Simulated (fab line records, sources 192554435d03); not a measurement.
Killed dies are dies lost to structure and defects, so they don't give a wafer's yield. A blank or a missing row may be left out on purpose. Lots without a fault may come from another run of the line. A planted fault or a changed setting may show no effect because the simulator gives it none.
Chamber matching | flow n5_finfet | N5_BEOL_M0_STRIP_104 on rie_diel-01: 4 sister chambers
The step strips in N2/H2. 8 wafers are shown with their chamber, then 8 later ones without.

WAFERS WITH THEIR CHAMBER
wafer  | chamber | drypump_motor_current_A (A) | throttle_valve_pct (%)
L082.2 | 2       | 5.7                         | 24.2
L082.5 | 0       | 6.3                         | 24.0
L086.2 | 3       | 5.7                         | 23.8
L086.3 | 2       | 5.7                         | 24.2
L086.4 | 3       | 5.8                         | 23.8
L090.3 | 1       | 6.5                         | 23.1
L090.6 | 1       | 6.6                         | 23.2
L092.1 | 0       | 6.3                         | 23.8

WAFERS WITHOUT THEIR CHAMBER
wafer  | drypump_motor_current_A (A) | throttle_valve_pct (%)
L092.2 | 5.7                         | 24.2
L092.3 | 5.8                         | 23.8
L094.3 | 6.3                         | 23.8
L094.4 | 5.7                         | 24.2
L094.6 | 5.7                         | 24.2
L095.2 | 6.3                         | 23.8
L095.5 | 5.7                         | 24.2
L095.6 | 6.5                         | 23.2

WHICH CHAMBER EACH WENT THROUGH
wafer  | from the rows above | in truth
L092.2 | 2                   | 2
L092.3 | 3                   | 3
L094.3 | 0                   | 0
L094.4 | 2                   | 2
L094.6 | 2                   | 2
L095.2 | 0                   | 0
L095.5 | 2                   | 2
L095.6 | 1                   | 1
Placed correctly: 8 of 8. Can't be placed from these rows: 0. Placed wrongly: 0.
How it was worked out, from the rows above alone: a wafer's distance from a chamber is the root of the sum, over the readings, of the square of ((its reading less the chamber's mean) divided by the reading's scatter). The wafer belongs to the nearest chamber; if the next one is less than 2 further off, it can't be placed. A chamber's mean is the mean of its shown wafers. The scatter: the root of (the sum of the squares of (reading less its chamber's mean) over the shown wafers, divided by (wafers less chambers)).
